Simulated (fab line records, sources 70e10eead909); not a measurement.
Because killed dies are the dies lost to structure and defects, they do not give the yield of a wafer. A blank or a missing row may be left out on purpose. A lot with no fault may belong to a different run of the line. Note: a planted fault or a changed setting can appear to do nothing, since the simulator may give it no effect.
fab line records	flow nand-harc
[record] lots = 14	wafers = 42	last-day = 33
route steps=1302 shown P_CONTACT@217 THIN_TSV@1264 END@1302
lots that met no fault: taken from a fault-free run of the same line
start-h: the number of hours between the record's first day and the start of the first shown wafer of the lot	wait-h: hours since the lot's step before	" unchanged from the row above	L1.1+2: a single row standing in for several wafers	- value missing, or start not given	* or withheld: withheld	< > ~ a bound
route shown NAME@n: names a module that has steps shown in the file, with the first one's number in the route	usual: average and standard deviation across the fault-free wafers	same: alike in all rows	chamber/n: place in a boat	sites: readings site by site	_std_site: the values' standard deviation	_edge_site: the outer-site mean with the inner-site mean subtracted	radius-mm: for every site, how far away it sits from the centre of the wafer	mask NAME#n: copy n	behind: the tool/chamber that last shaped the wafer	hold: reason for holding the lot/hours on hold/outcome of the hold	device: whichever transistor did not switch (one of n, p or np)	end of line: tests of these same wafers at the route's end	step lacking rows: just its recipe	killed: dies lost to structure and defects at the first sort, not the wafer's yield	map: per-die view of a wafer (x killed, . not killed, _ where there is no die)
set.NAME: the setting that was run; set.NAME@STEP: the one run at that earlier step	model.NAME: the simulator's own value behind a step, which no gauge read
the route's steps for a sample of lots (tables are steps, rows are wafers)
services: a tool's chamber out of use, with start hour (start-h, from the record's first day; less than 0 if before it), hours out, and reason
[[steps]]
[step NHARC_P_CONTACT_DEP_30]
[recipe] target-thk-a = 300	temp-c = 400	target-thk-nm = 30	flow-sccm = 200	rf-w = 450	material = SiNx
[usual] heater-power-outer-w = 474/98	heater-power-w = 774/130
lot.wafer	tool	chamber	start-h	wait-h	heater-power-outer-w	heater-power-w
L347.2	pecvd-01	0	126.34	0.1	553	911
L347.5	"	0	"	"	560	951
L347.6	"	2	"	"	553	824
L348.1	pecvd-03	1	129.93	0.1	398	668
L348.2	"	2	"	"	585	882
L348.5	"	0	"	"	409	660
L349.2	pecvd-01	2	145.80	0.1	576	856
L349.3	"	0	"	"	590	962
L349.6	"	0	"	"	577	996
L350.1	pecvd-02	1	154.39	0.1	489	848
L350.3	"	2	"	"	328	552
L350.5	"	2	"	"	325	555
L351.2	pecvd-02	2	164.40	0.1	305	536
L351.5	"	2	"	"	310	515
L351.6	"	0	"	"	369	659
L352.3	pecvd-02	2	179.30	0.1	327	520
L352.1	"	0	"	"	425	724
L352.5	"	1	"	"	583	962
L353.3	pecvd-01	0	193.49	0.1	579	946
L353.6	"	1	"	"	312	627
L353.4	"	2	"	"	537	805
L354.1	pecvd-01	0	196.99	0.9	643	1061
L354.4	"	0	"	"	633	1024
L354.6	"	1	"	"	317	627
L355.2	pecvd-03	2	211.71	0.1	518	795
L355.4	"	0	"	"	457	741
L355.6	"	2	"	"	524	772
L357.1	pecvd-01	1	226.18	0.1	348	683
L357.3	"	2	"	"	544	829
L357.2	"	0	"	"	616	1007
L359.2	pecvd-03	1	259.10	0.1	366	621
L359.1	"	2	"	"	523	804
L359.6	"	1	"	"	368	635
L361.3	pecvd-03	2	270.34	0.1	477	724
L361.1	"	0	"	"	504	792
L361.6	"	2	"	"	481	725
L365.3	pecvd-03	1	300.36	0.1	430	730
L365.2	"	2	"	"	548	819
L365.1	"	0	"	"	496	770
L369.2	pecvd-01	1	346.53	0.1	416	749
L369.3	"	0	"	"	530	895
L369.6	"	2	"	"	542	814
[step NHARC_THIN_TSV_CD_MEAS_16]
[usual] cd-nm = 1000.0/2
lot.wafer	tool	chamber	start-h	wait-h	cd-nm
L347.2	cd-sem-03	-	553.60	0.1	999.7
L347.5	"	-	"	"	1003.0
L347.6	"	-	"	"	998.7
L349.2	cd-sem-01	-	559.50	0.1	1003.3
L349.3	"	-	"	"	1002.1
L349.6	"	-	"	"	1003.8
L348.1	cd-sem-03	-	560.71	0.1	1001.1
L348.2	"	-	"	"	997.5
L348.5	"	-	"	"	1002.0
L350.1	cd-sem-03	-	578.49	0.1	995.8
L350.3	"	-	"	"	998.3
L350.5	"	-	"	"	998.7
L351.2	cd-sem-02	-	594.88	0.1	1003.0
L351.5	"	-	"	"	1002.0
L351.6	"	-	"	"	1000.8
L354.1	cd-sem-03	-	619.21	0.1	1000.5
L354.4	"	-	"	"	1000.9
L354.6	"	-	"	"	997.5
L353.3	cd-sem-02	-	620.55	0.1	1001.9
L353.4	"	-	"	"	1002.7
L353.6	"	-	"	"	1001.8
L352.1	cd-sem-03	-	625.48	0.1	998.7
L352.3	"	-	"	"	1000.9
L352.5	"	-	"	"	1000.7
L355.2	cd-sem-03	-	648.71	0.1	1002.5
L355.4	"	-	"	"	999.4
L355.6	"	-	"	"	1000.2
L357.1	cd-sem-03	-	649.91	0.1	997.9
L357.2	"	-	"	"	1000.6
L357.3	"	-	"	"	999.2
L361.1	cd-sem-01	-	690.96	0.1	998.5
L361.3	"	-	"	"	997.5
L361.6	"	-	"	"	1002.3
L359.1	cd-sem-01	-	693.35	0.1	1002.3
L359.2	"	-	"	"	1000.6
L359.6	"	-	"	"	1002.0
L365.1	cd-sem-03	-	730.83	0.1	1001.6
L365.2	"	-	"	"	1000.9
L365.3	"	-	"	"	999.7
L369.2	cd-sem-01	-	766.33	0.1	1000.4
L369.3	"	-	"	"	998.1
L369.6	"	-	"	"	1000.4
[step NHARC_THIN_TSV_STRIP_62]
[recipe] power-w = 1500	temp-c = 250	time-s = 20	chemistry = N2/H2
[usual] drypump-motor-current-A = 5.29/0.29	heater-power-w = 330/45
lot.wafer	tool	chamber	start-h	wait-h	drypump-motor-current-A	heater-power-w	rf-hours-counter-h
L347.2	plasma-asher-01	0	556.04	-	5.57	356	8
L347.6	"	0	"	"	5.56	370	-
L347.5	"	1	"	"	5.45	262	-
L349.2	plasma-asher-01	1	561.13	-	5.46	262	9
L349.3	"	1	"	"	5.46	259	-
L349.6	"	0	"	"	5.56	355	-
L348.1	plasma-asher-02	0	562.36	-	5.21	355	27
L348.2	"	1	"	"	4.78	378	27
L348.5	"	1	"	"	4.78	372	-
L350.1	plasma-asher-01	0	580.15	-	5.57	362	11
L350.3	"	0	"	"	5.56	366	-
L350.5	"	1	"	"	5.44	271	-
L351.2	plasma-asher-01	1	596.59	-	5.46	263	14
L351.5	"	1	"	"	5.44	270	-
L351.6	"	0	"	"	5.57	362	-
L354.1	plasma-asher-02	0	620.84	-	5.23	319	3
L354.4	"	0	"	"	5.25	326	-
L354.6	"	0	"	"	5.24	320	-
L353.3	plasma-asher-01	0	622.21	-	5.56	358	-
L353.4	"	1	"	"	5.45	264	-
L353.6	"	0	"	"	5.55	351	-
L352.1	plasma-asher-01	0	627.11	-	5.56	363	21
L352.3	"	0	"	"	5.58	367	-
L352.5	"	0	"	"	5.52	355	-
L355.2	plasma-asher-01	0	650.45	-	5.54	357	26
L355.4	"	1	"	"	5.47	269	-
L355.6	"	0	"	"	5.53	355	-
L357.1	plasma-asher-02	0	651.62	-	5.21	330	9
L357.2	"	1	"	"	4.77	384	9
L357.3	"	1	"	"	4.77	378	-
L361.1	plasma-asher-01	1	692.59	-	5.45	272	34
L361.3	"	0	"	"	5.52	347	-
L361.6	"	1	"	"	5.44	264	-
L359.2	plasma-asher-01	1	695.19	-	5.46	261	35
L359.1	"	0	"	"	5.57	354	35
L359.6	"	0	"	"	5.55	361	-
L365.2	plasma-asher-02	0	732.46	-	5.28	330	28
L365.1	"	1	"	"	4.76	383	28
L365.3	"	1	"	"	4.76	379	-
L369.2	plasma-asher-01	1	768.10	-	5.44	265	12
L369.3	"	1	"	"	5.46	268	-
L369.6	"	0	"	"	5.56	364	-
[step NHARC_THIN_TSV_PVD_19]
[recipe] target-thk-a = 200	chamber-pressure-pa = 5	material = TaN
[usual] throttle-valve-pct = 30.0/0.83
lot.wafer	tool	chamber	start-h	wait-h	throttle-valve-pct
L347.2	pvd-sputter-03	-	-	-	30.0
L347.6	"	-	"	"	29.7
L347.5	"	-	"	"	30.4
L349.2	pvd-sputter-02	-	-	-	31.7
L349.3	"	-	"	"	29.9
L349.6	"	-	"	"	28.6
L348.1	pvd-sputter-02	-	-	-	30.8
L348.2	"	-	"	"	31.6
L348.5	"	-	"	"	30.0
L350.1	pvd-sputter-02	-	-	-	29.6
L350.3	"	-	"	"	31.0
L350.5	"	-	"	"	29.9
L351.2	pvd-sputter-02	-	-	-	30.8
L351.5	"	-	"	"	29.7
L351.6	"	-	"	"	31.1
L354.4	pvd-sputter-02	-	-	-	31.5
L354.1	"	-	"	"	29.7
L354.6	"	-	"	"	31.7
L353.4	pvd-sputter-03	-	-	-	30.1
L353.3	"	-	"	"	30.5
L353.6	"	-	"	"	30.3
L352.3	pvd-sputter-02	-	-	-	29.4
L352.1	"	-	"	"	30.9
L352.5	"	-	"	"	31.4
L355.4	pvd-sputter-03	-	-	-	30.1
L355.2	"	-	"	"	28.9
L355.6	"	-	"	"	29.6
L357.1	pvd-sputter-03	-	-	-	30.5
L357.3	"	-	"	"	30.2
L357.2	"	-	"	"	30.1
L361.3	pvd-sputter-03	-	-	-	28.7
L361.1	"	-	"	"	30.2
L361.6	"	-	"	"	28.8
L359.2	pvd-sputter-02	-	-	-	29.0
L359.1	"	-	"	"	29.8
L359.6	"	-	"	"	30.2
L365.1	pvd-sputter-01	-	-	-	29.4
L365.2	"	-	"	"	30.0
L365.3	"	-	"	"	29.9
L369.3	pvd-sputter-02	-	-	-	29.3
L369.2	"	-	"	"	30.1
L369.6	"	-	"	"	29.0
[step NHARC_END_SORT_01]
[recipe] temp-c = 25
[usual] killed-at-array = 55/20	killed-at-other = 1.1/1.2	killed-at-periphery = 3.8/2.8	killed-dies = 60/19	killed-open = 3.4/1.9	killed-short = 2.2/1.5
[same] gross-dies = 677
lot.wafer	tool	chamber	start-h	wait-h	killed-at-array	killed-at-other	killed-at-periphery	killed-dies	killed-open	killed-short
L347.2	prober-02	0	569.01	2.8	72	1	3	76	4	2
L347.5	prober-02	0	571.40	3.7	65	1	4	70	2	0
L347.6	prober-02	0	572.20	4.0	47	1	8	56	2	1
L349.2	prober-01	0	575.36	2.8	61	0	10	71	6	2
L349.3	prober-01	0	576.16	3.1	49	0	6	55	4	3
L349.6	prober-01	0	578.55	4.0	58	0	12	70	7	3
L348.1	prober-02	0	575.99	2.5	68	1	3	72	0	6
L348.2	prober-02	0	576.80	2.8	69	0	3	72	4	1
L348.5	prober-02	0	579.23	3.7	78	1	4	83	4	5
L350.1	prober-01	0	592.27	2.5	61	0	4	65	3	3
L350.3	prober-01	0	593.89	3.1	70	0	3	73	3	3
L350.5	prober-01	0	595.51	3.7	61	0	1	62	3	1
L351.2	prober-02	0	609.75	2.8	100	1	1	102	0	0
L351.5	prober-02	0	612.16	3.7	83	1	0	84	1	2
L351.6	prober-02	0	612.96	4.0	84	1	1	86	2	6
L354.1	prober-01	0	633.22	2.5	104	0	3	107	1	4
L354.4	prober-01	0	635.65	3.4	82	1	2	85	4	2
L354.6	prober-01	0	637.28	4.1	108	1	0	109	5	1
L353.3	prober-02	0	634.91	3.1	20	6	0	26	5	2
L353.4	prober-02	0	635.71	3.4	29	3	2	34	3	3
L353.6	prober-02	0	637.31	4.0	30	1	2	33	7	2
L352.1	prober-01	0	641.12	2.5	51	1	4	56	4	1
L352.3	prober-01	0	642.75	3.1	65	1	5	71	7	1
L352.5	prober-01	0	644.37	3.7	60	1	3	64	4	1
L357.1	prober-02	0	662.90	2.5	58	1	3	62	3	4
L357.2	prober-02	0	663.70	2.8	52	1	6	59	1	3
L357.3	prober-02	0	664.49	3.1	46	2	10	58	6	4
L355.2	prober-01	0	663.72	2.8	65	1	4	70	3	3
L355.4	prober-01	0	665.31	3.4	74	0	3	77	3	0
L355.6	prober-01	0	666.90	4.0	81	0	1	82	1	2
L361.1	prober-02	0	705.32	2.5	78	0	51	129	4	2
L361.3	prober-02	0	706.92	3.1	75	0	98	173	3	0
L361.6	prober-02	0	709.32	4.0	81	0	89	170	1	2
L359.1	prober-01	0	713.01	2.5	43	0	3	46	2	2
L359.2	prober-01	0	713.82	2.8	43	1	4	48	5	4
L359.6	prober-01	0	717.07	4.1	54	0	1	55	3	3
L365.1	prober-02	0	745.26	2.5	61	0	48	109	6	2
L365.2	prober-02	0	746.05	2.8	59	0	90	149	6	1
L365.3	prober-02	0	746.85	3.1	42	1	106	149	1	2
L369.2	prober-01	0	781.38	2.8	66	5	1	72	5	3
L369.3	prober-01	0	782.18	3.1	64	2	2	68	3	3
L369.6	prober-01	0	784.57	4.0	63	3	0	66	2	0
// killed by level:class
L347.2 A_CHANNEL_HOLE_D1:chamber-film-flake=33 A_CHANNEL_HOLE_D2:chamber-film-flake=25 A_STAIRCASE:chamber-film-flake=3 A_CONTACT:chamber-film-flake=3 P_ZERO_WELL:chamber-film-flake=2 A_SOURCE_PLATE:geometric-particle:open=1 A_ONON_D1:geometric-particle:open=1 A_CHANNEL_FILL_D1:geometric-particle:short=1
L347.5 A_CHANNEL_HOLE_D1:chamber-film-flake=32 A_CHANNEL_HOLE_D2:chamber-film-flake=20 P_STI:chamber-film-flake=3 A_M1:chamber-film-flake=3 A_CONTACT:chamber-film-flake=2 A_M0:chamber-film-flake=2 A_DECK1_JOINT:geometric-particle:open=1 A_CHANNEL_FILL_D2:geometric-particle:open=1
L347.6 A_CHANNEL_HOLE_D1:chamber-film-flake=22 A_CHANNEL_HOLE_D2:chamber-film-flake=14 P_ZERO_WELL:chamber-film-flake=5 P_GATE:chamber-film-flake=3 A_STAIRCASE:chamber-film-flake=2 A_WL_FILL:chamber-film-flake=2 A_M1:chamber-film-flake=2 A_CHANNEL_FILL_D1:geometric-particle:short=1
L349.2 A_CHANNEL_HOLE_D1:chamber-film-flake=33 A_CHANNEL_HOLE_D2:chamber-film-flake=8 A_CONTACT:chamber-film-flake=6 P_M2:chamber-film-flake=5 A_STAIRCASE:chamber-film-flake=3 A_WL_FILL:chamber-film-flake=3 P_CONTACT:geometric-particle:open=2 A_M0:geometric-particle:open=2
L348.1 A_CHANNEL_HOLE_D2:chamber-film-flake=28 A_SLIT:chamber-film-flake=25 A_CHANNEL_HOLE_D1:chamber-film-flake=3 P_GATE:chamber-film-flake=3 A_CHANNEL_FILL_D1:chamber-film-flake=3 A_DECK1_JOINT:geometric-particle:short=2 A_SGD_CUT:geometric-particle:short=2 A_CONTACT:chamber-film-flake=2
L349.3 A_CHANNEL_HOLE_D1:chamber-film-flake=26 P_M2:chamber-film-flake=5 A_CHANNEL_HOLE_D2:chamber-film-flake=5 A_STAIRCASE:chamber-film-flake=3 A_CONTACT:chamber-film-flake=3 A_CHANNEL_FILL_D1:chamber-film-flake=2 A_CHANNEL_FILL_D2:chamber-film-flake=2 P_CONTACT:geometric-particle:short=1
L348.2 A_CHANNEL_HOLE_D2:chamber-film-flake=30 A_SLIT:chamber-film-flake=26 A_SGD_CUT:geometric-particle:open=2 P_GATE:chamber-film-flake=2 A_ZERO_WELL:chamber-film-flake=2 A_CHANNEL_HOLE_D1:chamber-film-flake=2 A_STAIRCASE:chamber-film-flake=2 A_CONTACT:chamber-film-flake=2
L349.6 A_CHANNEL_HOLE_D1:chamber-film-flake=30 A_CHANNEL_HOLE_D2:chamber-film-flake=10 P_M2:chamber-film-flake=6 P_GATE:chamber-film-flake=3 A_STAIRCASE:chamber-film-flake=3 A_ONON_D1:geometric-particle:short=2 A_CHANNEL_FILL_D2:chamber-film-flake=2 A_CHANNEL_HOLE_D2:geometric-particle:open=2
L348.5 A_CHANNEL_HOLE_D2:chamber-film-flake=34 A_SLIT:chamber-film-flake=23 A_SGD_CUT:chamber-film-flake=3 A_CONTACT:chamber-film-flake=3 P_STI:chamber-film-flake=2 A_CHANNEL_HOLE_D1:chamber-film-flake=2 A_DECK1_JOINT:chamber-film-flake=2 P_GATE:geometric-particle:open=1
L350.1 A_CHANNEL_HOLE_D1:chamber-film-flake=23 A_CHANNEL_HOLE_D2:chamber-film-flake=18 A_STAIRCASE:chamber-film-flake=5 A_CONTACT:chamber-film-flake=4 A_M0:chamber-film-flake=4 A_WL_FILL:geometric-particle:short=2 P_STI:chamber-film-flake=2 A_CHANNEL_FILL_D1:chamber-film-flake=2
L350.3 A_CHANNEL_HOLE_D2:chamber-film-flake=27 A_CHANNEL_HOLE_D1:chamber-film-flake=23 A_STAIRCASE:chamber-film-flake=9 A_CHANNEL_FILL_D2:geometric-particle:open=2 A_WL_FILL:geometric-particle:short=2 P_ZERO_WELL:chamber-film-flake=2 A_CONTACT:chamber-film-flake=2 A_M0:chamber-film-flake=2
L350.5 A_CHANNEL_HOLE_D1:chamber-film-flake=23 A_CHANNEL_HOLE_D2:chamber-film-flake=17 A_STAIRCASE:chamber-film-flake=9 A_CONTACT:chamber-film-flake=3 A_CHANNEL_FILL_D1:chamber-film-flake=2 A_M0:chamber-film-flake=2 A_ONON_D1:geometric-particle:open=1 A_CHANNEL_FILL_D1:geometric-particle:open=1
L351.2 A_SLIT:chamber-film-flake=33 A_CHANNEL_HOLE_D2:chamber-film-flake=32 A_CHANNEL_HOLE_D1:chamber-film-flake=30 A_STAIRCASE:chamber-film-flake=5 P_BONDPAD:chamber-film-flake=1 THIN_TSV:chamber-film-flake=1
L351.5 A_SLIT:chamber-film-flake=31 A_CHANNEL_HOLE_D1:chamber-film-flake=22 A_CHANNEL_HOLE_D2:chamber-film-flake=21 A_STAIRCASE:chamber-film-flake=5 A_ONON_D1:geometric-particle:open=1 A_STAIRCASE:geometric-particle:short=1 A_WL_FILL:geometric-particle:short=1 A_WL_FILL:chamber-film-flake=1
L351.6 A_CHANNEL_HOLE_D2:chamber-film-flake=27 A_SLIT:chamber-film-flake=26 A_CHANNEL_HOLE_D1:chamber-film-flake=20 A_STAIRCASE:chamber-film-flake=3 A_SGD_CUT:geometric-particle:short=2 A_WL_FILL:geometric-particle:short=2 P_CONTACT:geometric-particle:open=1 A_SOURCE_PLATE:geometric-particle:short=1
L354.1 A_CHANNEL_HOLE_D2:chamber-film-flake=34 A_SLIT:chamber-film-flake=32 A_CHANNEL_HOLE_D1:chamber-film-flake=22 A_CONTACT:chamber-film-flake=7 A_STAIRCASE:chamber-film-flake=3 A_DECK1_JOINT:geometric-particle:short=2 A_CHANNEL_FILL_D2:chamber-film-flake=2 P_GATE:geometric-particle:open=1
L353.3 A_CHANNEL_HOLE_D2:chamber-film-flake=7 THIN_TSV:chamber-film-flake=6 A_CHANNEL_HOLE_D1:chamber-film-flake=2 A_DECK1_JOINT:chamber-film-flake=2 A_ONON_D1:geometric-particle:open=1 A_ONON_D1:geometric-particle:short=1 A_CHANNEL_FILL_D1:geometric-particle:open=1 A_ONON_D2:geometric-particle:short=1
L354.4 A_SLIT:chamber-film-flake=31 A_CHANNEL_HOLE_D2:chamber-film-flake=22 A_CHANNEL_HOLE_D1:chamber-film-flake=19 A_CONTACT:chamber-film-flake=3 P_CONTACT:geometric-particle:open=1 A_CHANNEL_FILL_D1:geometric-particle:short=1 A_DECK1_JOINT:geometric-particle:open=1 A_CHANNEL_HOLE_D2:geometric-particle:open=1
L353.4 A_CHANNEL_HOLE_D2:chamber-film-flake=14 THIN_TSV:chamber-film-flake=3 A_STAIRCASE:chamber-film-flake=2 A_DECK1_JOINT:geometric-particle:short=2 A_ZERO_WELL:chamber-film-flake=2 A_CHANNEL_HOLE_D1:chamber-film-flake=2 A_SLIT:chamber-film-flake=2 P_GATE:geometric-particle:open=1
L354.6 A_CHANNEL_HOLE_D1:chamber-film-flake=33 A_CHANNEL_HOLE_D2:chamber-film-flake=31 A_SLIT:chamber-film-flake=28 A_CONTACT:chamber-film-flake=5 A_M0:geometric-particle:open=2 A_STAIRCASE:chamber-film-flake=2 A_WL_FILL:chamber-film-flake=2 A_DECK1_JOINT:geometric-particle:short=1
L353.6 A_CHANNEL_HOLE_D2:chamber-film-flake=14 A_CHANNEL_HOLE_D1:chamber-film-flake=4 A_CHANNEL_FILL_D1:geometric-particle:open=3 A_CONTACT:chamber-film-flake=2 P_CONTACT:geometric-particle:open=1 P_M0:geometric-particle:open=1 A_SOURCE_PLATE:geometric-particle:short=1 A_ONON_D2:geometric-particle:open=1
L352.1 A_CHANNEL_HOLE_D1:chamber-film-flake=26 A_CHANNEL_HOLE_D2:chamber-film-flake=15 A_M1:geometric-particle:open=2 P_CONTACT:chamber-film-flake=2 P_CONTACT:geometric-particle:open=1 A_CHANNEL_FILL_D2:geometric-particle:short=1 A_SGD_CUT:geometric-particle:open=1 P_GATE:chamber-film-flake=1
L352.3 A_CHANNEL_HOLE_D1:chamber-film-flake=28 A_CHANNEL_HOLE_D2:chamber-film-flake=17 A_CONTACT:chamber-film-flake=3 A_CHANNEL_FILL_D2:chamber-film-flake=3 A_SLIT:chamber-film-flake=3 P_CONTACT:geometric-particle:open=2 A_DECK1_JOINT:chamber-film-flake=2 A_CHANNEL_HOLE_D1:geometric-particle:open=1
L352.5 A_CHANNEL_HOLE_D1:chamber-film-flake=33 A_CHANNEL_HOLE_D2:chamber-film-flake=10 A_CONTACT:chamber-film-flake=3 A_STAIRCASE:chamber-film-flake=3 A_WL_FILL:chamber-film-flake=3 A_DECK1_JOINT:chamber-film-flake=2 A_CHANNEL_FILL_D2:chamber-film-flake=2 P_GATE:geometric-particle:open=1
L357.1 A_CHANNEL_HOLE_D1:chamber-film-flake=34 A_CONTACT:chamber-film-flake=7 A_STAIRCASE:chamber-film-flake=6 A_SLIT:chamber-film-flake=2 P_M0:geometric-particle:short=1 A_DECK1_JOINT:geometric-particle:short=1 A_CHANNEL_FILL_D2:geometric-particle:short=1 A_SLIT:geometric-particle:short=1
L357.2 A_CHANNEL_HOLE_D1:chamber-film-flake=29 A_CONTACT:chamber-film-flake=11 P_STI:chamber-film-flake=4 A_STAIRCASE:chamber-film-flake=4 A_WL_FILL:geometric-particle:short=2 A_M0:chamber-film-flake=2 A_CHANNEL_HOLE_D2:chamber-film-flake=2 A_CHANNEL_HOLE_D2:geometric-particle:short=1
L355.2 A_CHANNEL_HOLE_D1:chamber-film-flake=30 A_SLIT:chamber-film-flake=26 A_CHANNEL_HOLE_D2:unspecified=2 A_CHANNEL_FILL_D2:chamber-film-flake=2 P_CONTACT:geometric-particle:open=1 A_ONON_D1:geometric-particle:short=1 A_CHANNEL_FILL_D2:geometric-particle:short=1 A_CONTACT:geometric-particle:open=1
L357.3 A_CHANNEL_HOLE_D1:chamber-film-flake=25 A_STAIRCASE:chamber-film-flake=9 P_STI:chamber-film-flake=6 A_CONTACT:chamber-film-flake=5 P_M0:geometric-particle:open=2 THIN_TSV:chamber-film-flake=2 P_M1:geometric-particle:open=1 P_M2:geometric-particle:short=1
L355.4 A_SLIT:chamber-film-flake=31 A_CHANNEL_HOLE_D1:chamber-film-flake=30 A_CONTACT:chamber-film-flake=6 P_GATE:geometric-particle:open=1 A_CHANNEL_FILL_D1:geometric-particle:open=1 A_WL_FILL:geometric-particle:open=1 P_ZERO_WELL:chamber-film-flake=1 P_STI:chamber-film-flake=1
L355.6 A_SLIT:chamber-film-flake=34 A_CHANNEL_HOLE_D1:chamber-film-flake=28 A_CONTACT:chamber-film-flake=5 A_CHANNEL_HOLE_D2:unspecified=4 A_CHANNEL_HOLE_D2:chamber-film-flake=3 A_CHANNEL_HOLE_D1:geometric-particle:short=1 A_CHANNEL_HOLE_D2:geometric-particle:short=1 A_BLC:geometric-particle:open=1
L361.1 P_CONTACT:unspecified=47 A_SLIT:chamber-film-flake=36 A_CHANNEL_HOLE_D1:chamber-film-flake=32 A_DECK1_JOINT:geometric-particle:open=2 P_GATE:chamber-film-flake=2 A_DECK1_JOINT:chamber-film-flake=2 P_M0:geometric-particle:open=1 A_CHANNEL_FILL_D1:geometric-particle:short=1
L361.3 P_CONTACT:unspecified=92 A_CHANNEL_HOLE_D1:chamber-film-flake=38 A_SLIT:chamber-film-flake=29 P_GATE:chamber-film-flake=4 A_STAIRCASE:chamber-film-flake=3 A_CHANNEL_FILL_D1:chamber-film-flake=2 A_DECK1_JOINT:chamber-film-flake=2 P_GATE:geometric-particle:open=1
L361.6 P_CONTACT:unspecified=89 A_SLIT:chamber-film-flake=36 A_CHANNEL_HOLE_D1:chamber-film-flake=36 A_CONTACT:chamber-film-flake=2 A_CHANNEL_FILL_D1:geometric-particle:short=1 A_CHANNEL_FILL_D1:geometric-particle:open=1 A_ONON_D2:geometric-particle:short=1 A_ZERO_WELL:chamber-film-flake=1
L359.1 A_CHANNEL_HOLE_D2:chamber-film-flake=19 A_CHANNEL_HOLE_D1:chamber-film-flake=13 A_STAIRCASE:chamber-film-flake=3 A_CONTACT:chamber-film-flake=2 A_ONON_D2:geometric-particle:short=1 A_WL_FILL:geometric-particle:short=1 A_BLC:geometric-particle:open=1 A_M0:geometric-particle:open=1
L359.2 A_CHANNEL_HOLE_D2:chamber-film-flake=22 A_CHANNEL_HOLE_D1:chamber-film-flake=6 A_CONTACT:chamber-film-flake=4 P_M0:geometric-particle:open=2 A_CHANNEL_FILL_D1:geometric-particle:short=2 A_ONON_D2:geometric-particle:open=2 A_CHANNEL_FILL_D2:chamber-film-flake=2 A_SLIT:chamber-film-flake=2
L359.6 A_CHANNEL_HOLE_D2:chamber-film-flake=24 A_CHANNEL_HOLE_D1:chamber-film-flake=11 A_CONTACT:chamber-film-flake=6 A_SLIT:chamber-film-flake=5 A_DECK1_JOINT:geometric-particle:short=2 A_ONON_D1:geometric-particle:open=1 A_CHANNEL_HOLE_D1:geometric-particle:short=1 A_CHANNEL_FILL_D1:geometric-particle:open=1
L365.1 P_CONTACT:unspecified=42 A_CHANNEL_HOLE_D1:chamber-film-flake=29 A_SLIT:chamber-film-flake=9 A_STAIRCASE:chamber-film-flake=5 A_CONTACT:chamber-film-flake=4 A_M1:chamber-film-flake=4 A_CHANNEL_FILL_D2:geometric-particle:open=2 A_ZERO_WELL:chamber-film-flake=2
L365.2 P_CONTACT:unspecified=86 A_CHANNEL_HOLE_D1:chamber-film-flake=37 A_SLIT:chamber-film-flake=7 A_STAIRCASE:chamber-film-flake=5 A_WL_FILL:chamber-film-flake=3 A_CHANNEL_FILL_D1:geometric-particle:open=2 P_CONTACT:geometric-particle:open=1 A_ONON_D1:geometric-particle:open=1
L365.3 P_CONTACT:unspecified=103 A_CHANNEL_HOLE_D1:chamber-film-flake=26 A_SLIT:chamber-film-flake=5 A_STAIRCASE:chamber-film-flake=4 P_GATE:chamber-film-flake=2 A_WL_FILL:chamber-film-flake=2 A_ONON_D1:geometric-particle:short=1 A_ONON_D2:geometric-particle:open=1
L369.2 A_CHANNEL_HOLE_D2:chamber-film-flake=19 A_CHANNEL_HOLE_D1:chamber-film-flake=15 A_SLIT:chamber-film-flake=14 THIN_TSV:chamber-film-flake=5 A_STAIRCASE:chamber-film-flake=5 A_CONTACT:chamber-film-flake=5 P_STI:geometric-particle:short=1 A_ONON_D1:geometric-particle:open=1
L369.3 A_SLIT:chamber-film-flake=22 A_CHANNEL_HOLE_D1:chamber-film-flake=12 A_CHANNEL_HOLE_D2:chamber-film-flake=10 A_CONTACT:chamber-film-flake=8 A_STAIRCASE:chamber-film-flake=4 A_WL_FILL:geometric-particle:short=2 A_DECK1_JOINT:chamber-film-flake=2 THIN_TSV:chamber-film-flake=2
L369.6 A_CHANNEL_HOLE_D2:chamber-film-flake=22 A_SLIT:chamber-film-flake=21 A_CHANNEL_HOLE_D1:chamber-film-flake=12 A_CONTACT:chamber-film-flake=4 THIN_TSV:chamber-film-flake=3 A_CHANNEL_FILL_D2:geometric-particle:open=1 A_BLC:geometric-particle:open=1 A_CHANNEL_FILL_D1:chamber-film-flake=1
[[services]]
tool	chamber	start-h	hours	kind
pvd-sputter-02	-	104.96	10.0	pm
pecvd-01	1	126.30	6.8	repair
pecvd-01	-	130.00	13.0	pm
pvd-sputter-02	-	130.67	2.3	repair
pecvd-01	-	153.76	1.5	repair
pecvd-01	-	162.05	0.3	repair
plasma-asher-01	-	166.56	9.0	pm
pecvd-01	1	227.25	32.9	repair
pecvd-01	0	242.97	6.8	repair
pvd-sputter-02	-	269.72	1.4	repair
pvd-sputter-02	-	282.96	10.0	pm
pecvd-01	0	285.23	3.5	repair
pecvd-01	-	311.00	13.0	pm
plasma-asher-01	-	343.56	9.0	pm
pecvd-01	1	410.49	4.5	repair
pvd-sputter-02	-	439.15	4.0	repair
pvd-sputter-02	-	460.96	10.0	pm
pvd-sputter-02	-	471.42	1.5	repair
plasma-asher-01	-	520.56	9.0	pm
pvd-sputter-02	-	638.96	10.0	pm
plasma-asher-01	-	672.67	0.4	repair
pvd-sputter-02	-	683.60	11.2	repair
plasma-asher-01	-	697.65	9.0	pm
pvd-sputter-02	-	727.74	30.5	repair
[[key]]
[first-sign] step = NHARC_END_SORT_01	reading = killed-at-periphery	direction = up	sigmas = 27	usual = 3.8	struck = 80.3
[effect] step = NHARC_END_SORT_01	reading = killed-dies	direction = up	sigmas = 4.4	usual = 60	struck = 146
[more-kills-born-at] NHARC_P_CONTACT_DEP_30@pecvd-03 = 459
met-at NHARC_P_CONTACT_DEP_30
struck-lots L361,L365
tester-left-out L361,L365
not-acting-at NHARC_THIN_TSV_CD_MEAS_16,NHARC_THIN_TSV_STRIP_62,NHARC_THIN_TSV_PVD_19
onset-between 259.10 270.34
[fault] kind = chamber-particle-source	tool = pecvd-03	chamber = -	onset-h = 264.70	steps = NHARC_P_CONTACT_DEP_30	rate-per-visit-cm2 = 2.0001	end-h = 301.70
// tester-left-out: of these lots the tester's yield and bins aren't shown, on N5 and GAA mostly nor the transistor test; their killed dies are dies lost to structure and defects alone, not to doping, threshold or leakage, so they don't give the yield
